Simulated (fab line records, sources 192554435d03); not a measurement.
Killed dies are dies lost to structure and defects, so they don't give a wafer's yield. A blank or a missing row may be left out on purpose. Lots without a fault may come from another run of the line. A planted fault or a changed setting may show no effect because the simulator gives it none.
Which tool did it? | flow n5_finfet | 24 lots, 72 wafers sampled, at 6 steps of a route of 1938

WHAT THE GAUGES READ, wafer by wafer
N5_BEOL_M14_RS_MEAS_54: measures by four-point-probe.
lot  | measured     | on            | M14_RS (ohm/sq)
L074 | day 10 18:05 | film_metro-01 | 0.0336 0.0343 0.0345
L075 | day 11 14:04 | film_metro-01 | 0.0338 0.0342 0.0331
L077 | day 11 14:28 | film_metro-02 | 0.0340 0.0331 0.0339
L078 | day 11 14:17 | film_metro-01 | 0.0332 0.0333 0.0334
L076 | day 11 14:43 | film_metro-02 | 0.0339 0.0336 0.0336
L079 | day 12 05:54 | film_metro-01 | 0.0331 0.0336 0.0327
L080 | day 12 19:59 | film_metro-01 | 0.0341 0.0329 0.0330
L082 | day 12 20:08 | film_metro-02 | 0.0334 0.0334 0.0342
L081 | day 13 00:05 | film_metro-01 | 0.0336 0.0332 0.0334
L083 | day 13 03:52 | film_metro-01 | 0.0341 0.0335 0.0335
L085 | day 13 20:26 | film_metro-01 | 0.0340 0.0342 0.0344
L084 | day 13 22:33 | film_metro-01 | 0.0338 0.0329 0.0328
L087 | day 14 03:47 | film_metro-02 | 0.0330 0.0329 0.0340
L086 | day 14 17:50 | film_metro-01 | 0.0326 0.0327 0.0328
L089 | day 14 18:31 | film_metro-02 | 0.0341 0.0345 0.0336
L090 | day 14 19:20 | film_metro-02 | 0.0341 0.0338 0.0336
L088 | day 14 20:29 | film_metro-01 | 0.0327 0.0328 0.0327
L091 | day 15 10:58 | film_metro-02 | 0.0338 0.0335 0.0345
L092 | day 15 16:44 | film_metro-02 | 0.0333 0.0338 0.0335
L094 | day 15 21:20 | film_metro-01 | 0.0336 0.0337 0.0335
L093 | day 16 03:43 | film_metro-01 | 0.0335 0.0329 0.0330
L095 | day 16 10:17 | film_metro-01 | 0.0340 0.0340 0.0341
L096 | day 16 11:10 | film_metro-01 | 0.0329 0.0333 0.0334
L097 | day 17 03:19 | film_metro-02 | 0.0341 0.0338 0.0340

N5_BEOL_M15_CD_MEAS_28: target cd 407.6 nm.
lot  | measured     | on        | cd_nm (nm)
L074 | day 10 20:46 | cd_sem-03 | 406.6 409.1 406.6
L075 | day 11 16:23 | cd_sem-03 | 405.4 405.9 405.2
L077 | day 11 16:52 | cd_sem-02 | 405.8 405.9 408.1
L078 | day 11 16:37 | cd_sem-03 | 407.9 406.8 406.7
L076 | day 11 17:13 | cd_sem-02 | 407.1 407.9 406.5
L079 | day 12 08:28 | cd_sem-01 | 405.3 404.9 406.1
L080 | day 12 22:19 | cd_sem-01 | 410.5 407.2 406.5
L082 | day 12 22:31 | cd_sem-02 | 412.7 409.6 410.9
L081 | day 13 02:26 | cd_sem-02 | 410.0 409.3 411.8
L083 | day 13 06:11 | cd_sem-01 | 410.9 408.3 408.1
L085 | day 13 22:38 | cd_sem-03 | 410.5 407.8 408.7
L084 | day 14 00:52 | cd_sem-03 | 408.5 408.8 409.8
L087 | day 14 06:22 | cd_sem-02 | 408.5 409.0 406.8
L086 | day 14 20:07 | cd_sem-03 | 404.8 405.0 405.4
L089 | day 14 21:38 | cd_sem-02 | 405.1 407.0 404.9
L090 | day 14 21:41 | cd_sem-01 | 408.1 406.0 407.4
L088 | day 14 23:27 | cd_sem-02 | 406.7 405.7 407.2
L091 | day 15 13:10 | cd_sem-02 | 410.2 407.5 409.7
L092 | day 15 19:04 | cd_sem-01 | 408.8 409.2 408.3
L094 | day 15 23:32 | cd_sem-01 | 406.4 406.6 406.5
L093 | day 16 06:02 | cd_sem-02 | 404.6 404.7 406.6
L095 | day 16 12:22 | cd_sem-03 | 406.4 404.9 405.6
L096 | day 16 13:22 | cd_sem-01 | 406.9 407.5 408.3
L097 | day 17 07:18 | cd_sem-02 | 408.6 407.2 408.5

N5_BEOL_M15_OVL_MEAS_29.
lot  | measured     | on         | M15_OVL (nm)
L074 | day 10 20:47 | overlay-01 | 6 9 8
L075 | day 11 16:25 | overlay-02 | 2 3 4
L077 | day 11 16:53 | overlay-01 | -6 1 2
L078 | day 11 16:39 | overlay-02 | -3 -3 -6
L076 | day 11 17:14 | overlay-02 | 1 7 10
L079 | day 12 08:30 | overlay-01 | 20 12 12
L080 | day 12 22:21 | overlay-02 | 4 12 8
L082 | day 12 22:32 | overlay-01 | 8 7 10
L081 | day 13 02:28 | overlay-01 | 7 15 9
L083 | day 13 06:13 | overlay-01 | 2 9 7
L085 | day 13 22:40 | overlay-01 | -1 -6 -5
L084 | day 14 00:53 | overlay-01 | 5 6 3
L087 | day 14 06:23 | overlay-02 | 16 14 18
L086 | day 14 20:08 | overlay-01 | 3 8 0
L089 | day 14 21:40 | overlay-01 | 8 9 3
L090 | day 14 21:43 | overlay-02 | 0 4 6
L088 | day 14 23:29 | overlay-01 | 3 3 6
L091 | day 15 13:11 | overlay-01 | 1 0 -1
L092 | day 15 19:06 | overlay-01 | 8 8 10
L094 | day 15 23:34 | overlay-01 | -3 0 6
L093 | day 16 06:03 | overlay-02 | -1 4 0
L095 | day 16 12:24 | overlay-01 | 3 -1 0
L096 | day 16 13:24 | overlay-02 | 12 11 6
L097 | day 17 07:20 | overlay-01 | 4 12 9

WHICH TOOL RAN EACH LOT (tool, then ch and the chambers of the sampled wafers, then the start)
lot  | N5_BEOL_M14_DESCUM_33              | N5_BEOL_M15_DESCUM_15              | N5_BEOL_M15_STRIP_63
L074 | rie_diel-05 ch 0,1, day 10 15:08   | rie_diel-02 ch 1,2,3, day 10 19:08 | rie_diel-02 ch 1,2,3, day 10 20:46 or earlier
L075 | rie_diel-01 ch 0,1,2, day 11 09:22 | rie_diel-06 ch 2,3, day 11 14:46   | rie_diel-06 ch 2,3, day 11 16:23 or earlier
L077 | rie_diel-04 ch 1,3, day 11 10:47   | rie_diel-06 ch 0,1,3, day 11 15:17 | rie_diel-06 ch 1,2,3, day 11 16:52 or earlier
L078 | rie_diel-01 ch 0,3, day 11 11:22   | rie_diel-03 ch 0,1, day 11 15:07   | rie_diel-03 ch 0,1, day 11 16:37 or earlier
L076 | rie_diel-01 ch 1,3, day 11 11:57   | rie_diel-03 ch 0,1,3, day 11 15:38 | rie_diel-03 ch 0,1,3, day 11 17:13 or earlier
L079 | rie_diel-01 ch 0,2,3, day 12 03:32 | rie_diel-03 ch 0,1,2, day 12 06:56 | rie_diel-03 ch 0,1,2, day 12 08:28 or earlier
L080 | rie_diel-01 ch 0,1,2, day 12 14:47 | rie_diel-03 ch 0,2,3, day 12 20:49 | rie_diel-03 ch 0,2,3, day 12 22:19 or earlier
L082 | rie_diel-05 ch 0,1,2, day 12 14:58 | rie_diel-06 ch 1,2,3, day 12 21:01 | rie_diel-06 ch 1,2,3, day 12 22:31 or earlier
L081 | rie_diel-05 ch 1,2,3, day 12 20:19 | rie_diel-06 ch 0,1,2, day 13 00:55 | rie_diel-06 ch 0,1,2, day 13 02:26 or earlier
L083 | rie_diel-01 ch 1,2, day 13 00:33   | rie_diel-03 ch 0,2, day 13 04:42   | rie_diel-03 ch 0,2, day 13 06:11 or earlier
L085 | rie_diel-05 ch 2,3, day 13 17:05   | rie_diel-02 ch 0,1,2, day 13 21:16 | rie_diel-02 ch 0,1,2, day 13 22:38 or earlier
L084 | rie_diel-04 ch 0,2,3, day 13 20:08 | rie_diel-02 ch 0,3, day 13 23:15   | rie_diel-02 ch 0,3, day 14 00:52 or earlier
L087 | rie_diel-04 ch 1,2,3, day 14 00:54 | rie_diel-03 ch 1,2,3, day 14 04:35 | rie_diel-03 ch 1,2,3, day 14 06:22 or earlier
L086 | rie_diel-04 ch 0,1,2, day 14 13:08 | rie_diel-02 ch 1,2,3, day 14 18:32 | rie_diel-02 ch 1,2,3, day 14 20:07 or earlier
L089 | rie_diel-05 ch 0,2,3, day 14 13:36 | rie_diel-06 ch 0,3, day 14 20:13   | rie_diel-06 ch 0,3, day 14 21:38 or earlier
L090 | rie_diel-05 ch 0,1,3, day 14 15:08 | rie_diel-02 ch 0,1,3, day 14 20:14 | rie_diel-02 ch 0,1,3, day 14 21:41 or earlier
L088 | rie_diel-04 ch 1,2, day 14 15:30   | rie_diel-02 ch 1,3, day 14 22:01   | rie_diel-02 ch 1,3, day 14 23:27 or earlier
L091 | rie_diel-05 ch 0,2,3, day 15 06:36 | rie_diel-03 ch 0,2, day 15 11:47   | rie_diel-03 ch 0,2, day 15 13:10 or earlier
L092 | rie_diel-05 ch 2,3, day 15 10:14   | rie_diel-02 ch 0,1, day 15 17:34   | rie_diel-02 ch 0,1, day 15 19:04 or earlier
L094 | rie_diel-05 ch 1,2, day 15 18:13   | rie_diel-06 ch 1,2, day 15 22:10   | rie_diel-06 ch 1,2, day 15 23:32 or earlier
L093 | rie_diel-01 ch 1,2,3, day 15 23:50 | rie_diel-06 ch 1,2, day 16 04:39   | rie_diel-06 ch 1,2, day 16 06:02 or earlier
L095 | rie_diel-05 ch 1,2,3, day 16 03:57 | rie_diel-06 ch 0,3, day 16 11:00   | rie_diel-06 ch 0,3, day 16 12:22 or earlier
L096 | rie_diel-04 ch 2,3, day 16 05:09   | rie_diel-03 ch 0,1, day 16 11:52   | rie_diel-03 ch 0,1, day 16 13:22 or earlier
L097 | rie_diel-05 ch 1,2, day 17 01:02   | rie_diel-02 ch 0,1, day 17 05:32   | rie_diel-02 ch 0,3, day 17 07:18 or earlier
- N5_BEOL_M14_DESCUM_33: chemistry O2, time 7.9 s.
- N5_BEOL_M15_DESCUM_15: chemistry O2, time 7.9 s.
- N5_BEOL_M15_STRIP_63: strips in O2.

WHAT THE TOOLS THEMSELVES READ (means of the sampled wafers that have a number; where no wafer has one, the mark that the record gives instead)
N5_BEOL_M14_DESCUM_33.
lot  | tool        | bias_power_w (W) | drypump_motor_current_A (A) | oes_product_au (a.u.) | rf_fwd_power_W (W) | rf_vpp_V (V) | showerhead_plenum_p_Torr (Torr) | throttle_valve_pct (%)
L074 | rie_diel-05 | 19.99            | 5.8                         | 0.84                  | 49.53              | 242.8        | 2.06                            | 20.22
L075 | rie_diel-01 | 20.02            | 6.2                         | 0.79                  | 49.24              | 244.2        | 2.11                            | 20.68
L077 | rie_diel-04 | 20.00            | 5.7                         | 0.71                  | 49.21              | 244.2        | 2.13                            | 20.37
L078 | rie_diel-01 | 20.04            | 5.4                         | 0.80                  | 49.60              | 243.1        | 2.07                            | 20.65
L076 | rie_diel-01 | 19.95            | 6.1                         | 0.78                  | 49.18              | 242.4        | 2.08                            | 20.72
L079 | rie_diel-01 | 20.00            | 5.7                         | 0.74                  | 49.50              | 242.6        | 2.06                            | 20.59
L080 | rie_diel-01 | 19.99            | 6.2                         | 0.78                  | 49.18              | 243.8        | 2.10                            | 20.70
L082 | rie_diel-05 | 19.99            | 6.2                         | 0.80                  | 49.49              | 242.9        | 2.08                            | 20.30
L081 | rie_diel-05 | 19.99            | 6.1                         | 0.79                  | 49.48              | 243.4        | 2.13                            | 20.42
L083 | rie_diel-01 | 20.03            | 6.6                         | 0.78                  | 49.09              | 242.9        | 2.10                            | 20.72
L085 | rie_diel-05 | 20.02            | 6.2                         | 0.73                  | 49.46              | 244.1        | 2.11                            | 20.53
L084 | rie_diel-04 | 20.02            | 6.0                         | 0.82                  | 49.33              | 244.2        | 2.17                            | 20.05
L087 | rie_diel-04 | 20.00            | 5.7                         | 0.75                  | 49.45              | 242.8        | 2.12                            | 20.32
L086 | rie_diel-04 | 19.92            | 6.0                         | 0.83                  | 49.25              | 244.0        | 2.14                            | 20.21
L089 | rie_diel-05 | 20.02            | 5.9                         | 0.74                  | 49.59              | 243.0        | 2.09                            | 20.48
L090 | rie_diel-05 | 19.97            | 5.8                         | 0.79                  | 49.53              | 243.5        | 2.11                            | 20.38
L088 | rie_diel-04 | 20.03            | 5.8                         | 0.79                  | 49.20              | 243.9        | 2.11                            | 20.23
L091 | rie_diel-05 | 20.01            | 5.9                         | 0.74                  | 49.42              | 242.9        | 2.08                            | 20.48
L092 | rie_diel-05 | 19.98            | 5.9                         | 0.72                  | 49.52              | 244.0        | 2.14                            | 20.60
L094 | rie_diel-05 | 19.97            | 6.5                         | 0.76                  | 49.45              | 243.2        | 2.09                            | 20.40
L093 | rie_diel-01 | 20.01            | 6.1                         | 0.90                  | 49.34              | 242.9        | 2.14                            | 20.40
L095 | rie_diel-05 | 20.02            | 6.1                         | 0.77                  | 49.49              | 243.9        | 2.13                            | 20.47
L096 | rie_diel-04 | 19.94            | 5.7                         | 0.86                  | 49.51              | 243.9        | 2.13                            | 19.98
L097 | rie_diel-05 | 20.01            | 6.5                         | 0.74                  | 49.32              | 244.1        | 2.09                            | 20.42

N5_BEOL_M15_DESCUM_15.
lot  | tool        | bias_power_w (W) | drypump_motor_current_A (A) | oes_product_au (a.u.) | rf_fwd_power_W (W) | rf_vpp_V (V) | showerhead_plenum_p_Torr (Torr) | throttle_valve_pct (%)
L074 | rie_diel-02 | 19.97            | 6.0                         | 0.79                  | 49.54              | 243.5        | 2.13                            | 20.41
L075 | rie_diel-06 | 20.05            | 5.4                         | 0.84                  | 49.30              | 244.6        | 2.15                            | 20.35
L077 | rie_diel-06 | 19.98            | 6.0                         | 0.89                  | 49.47              | 244.0        | 2.13                            | 20.19
L078 | rie_diel-03 | 19.99            | 6.4                         | 0.80                  | 49.25              | 243.3        | 2.08                            | 20.46
L076 | rie_diel-03 | 19.96            | 5.9                         | 0.82                  | 49.42              | 243.0        | 2.09                            | 20.48
L079 | rie_diel-03 | 19.93            | 6.0                         | 0.77                  | 49.19              | 243.7        | 2.07                            | 20.53
L080 | rie_diel-03 | 20.00            | 5.8                         | 0.82                  | 49.23              | 242.4        | 2.03                            | 20.45
L082 | rie_diel-06 | 20.02            | 5.7                         | 0.84                  | 49.26              | 244.4        | 2.15                            | 20.26
L081 | rie_diel-06 | 19.97            | 5.8                         | 0.89                  | 49.31              | 244.4        | 2.10                            | 20.29
L083 | rie_diel-03 | 19.97            | 6.2                         | 0.80                  | 49.29              | 242.6        | 2.03                            | 20.43
L085 | rie_diel-02 | 20.01            | 6.1                         | 0.73                  | 49.35              | 243.5        | 2.12                            | 20.37
L084 | rie_diel-02 | 19.97            | 5.8                         | 0.84                  | 49.39              | 245.2        | 2.21                            | 20.30
L087 | rie_diel-03 | 19.94            | 5.5                         | 0.76                  | 49.19              | 243.3        | 2.07                            | 20.58
L086 | rie_diel-02 | 20.00            | 6.0                         | 0.76                  | 49.35              | 243.7        | 2.12                            | 20.45
L089 | rie_diel-06 | 20.04            | 5.9                         | 0.83                  | 49.13              | 243.9        | 2.14                            | 20.26
L090 | rie_diel-02 | 19.99            | 5.9                         | 0.78                  | 49.66              | 244.9        | 2.19                            | 20.25
L088 | rie_diel-02 | 19.97            | 6.0                         | 0.75                  | 49.37              | 245.0        | 2.18                            | 20.25
L091 | rie_diel-03 | 20.03            | 6.2                         | 0.78                  | 49.09              | 242.0        | 2.02                            | 20.45
L092 | rie_diel-02 | 19.97            | 6.1                         | 0.75                  | 49.58              | 245.0        | 2.18                            | 20.19
L094 | rie_diel-06 | 20.00            | 5.5                         | 0.83                  | 49.22              | 243.4        | 2.12                            | 20.38
L093 | rie_diel-06 | 20.01            | 5.9                         | 0.83                  | 49.36              | 243.2        | 2.12                            | 20.27
L095 | rie_diel-06 | 19.98            | 5.8                         | 0.81                  | 49.25              | 244.3        | 2.14                            | 20.26
L096 | rie_diel-03 | 19.96            | 6.2                         | 0.73                  | 49.07              | 242.8        | 2.12                            | 20.62
L097 | rie_diel-02 | 19.99            | 6.1                         | 0.74                  | 49.47              | 245.3        | 2.18                            | 20.20

N5_BEOL_M15_STRIP_63.
lot  | tool        | drypump_motor_current_A (A) | oes_product_au (a.u.) | rf_vpp_V (V) | showerhead_plenum_p_Torr (Torr) | throttle_valve_pct (%)
L074 | rie_diel-02 | 6.0                         | 0.79                  | 3.6          | 2.14                            | 16.67
L075 | rie_diel-06 | 5.4                         | 0.83                  | 4.0          | 2.15                            | 16.57
L077 | rie_diel-06 | 5.7                         | 0.85                  | 4.5          | 2.15                            | 16.48
L078 | rie_diel-03 | 6.4                         | 0.81                  | 3.2          | 2.08                            | 16.70
L076 | rie_diel-03 | 6.0                         | 0.83                  | 4.1          | 2.09                            | 16.68
L079 | rie_diel-03 | 5.9                         | 0.77                  | 3.9          | 2.07                            | 16.78
L080 | rie_diel-03 | 5.8                         | 0.81                  | 3.5          | 2.03                            | 16.68
L082 | rie_diel-06 | 5.8                         | 0.84                  | 4.0          | 2.15                            | 16.49
L081 | rie_diel-06 | 5.8                         | 0.88                  | 4.1          | 2.11                            | 16.48
L083 | rie_diel-03 | 6.2                         | 0.79                  | 4.2          | 2.03                            | 16.65
L085 | rie_diel-02 | 6.2                         | 0.74                  | 3.9          | 2.12                            | 16.65
L084 | rie_diel-02 | 5.7                         | 0.83                  | 3.8          | 2.22                            | 16.53
L087 | rie_diel-03 | 5.5                         | 0.76                  | 3.8          | 2.07                            | 16.83
L086 | rie_diel-02 | 6.0                         | 0.76                  | 3.9          | 2.13                            | 16.71
L089 | rie_diel-06 | 5.9                         | 0.83                  | 3.6          | 2.15                            | 16.49
L090 | rie_diel-02 | 6.0                         | 0.78                  | 3.9          | 2.20                            | 16.49
L088 | rie_diel-02 | 6.0                         | 0.76                  | 2.9          | 2.19                            | 16.52
L091 | rie_diel-03 | 6.2                         | 0.79                  | 3.3          | 2.02                            | 16.69
L092 | rie_diel-02 | 6.1                         | 0.75                  | 3.6          | 2.18                            | 16.46
L094 | rie_diel-06 | 5.5                         | 0.82                  | 3.0          | 2.12                            | 16.58
L093 | rie_diel-06 | 5.8                         | 0.83                  | 4.7          | 2.12                            | 16.50
L095 | rie_diel-06 | 5.9                         | 0.82                  | 3.3          | 2.14                            | 16.50
L096 | rie_diel-03 | 6.2                         | 0.73                  | 3.1          | 2.12                            | 16.87
L097 | rie_diel-02 | 5.7                         | 0.81                  | 3.2          | 2.21                            | 16.55

THE ANSWER, worked out from the rows above alone
Rule: what is usual is taken from the lots themselves. Put in order of their means at a reading, lots are off if they are a third of the lots or fewer, leave a main group of 4 or more, and stand apart from it by a gap of 3 or more times the standard deviation of the main group's means; of several such gaps the widest counts. A main group whose means are all the same, to the digits that the tables above print for the reading, isn't used. A lot without any number at a reading at which 4 lots or more have one is off too. The other lots that the step has rows for count as sound. The gauges are gone through in route order, then the tools' own readings, and for those a lot's mean is taken as printed above. The first step at which some lot is off is used, and at that step the reading that is off furthest; a lot without a number counts as furthest.
No lot is off at any reading shown: from this, nothing can be told.

WHAT THE SIMULATOR HAD PUT IN
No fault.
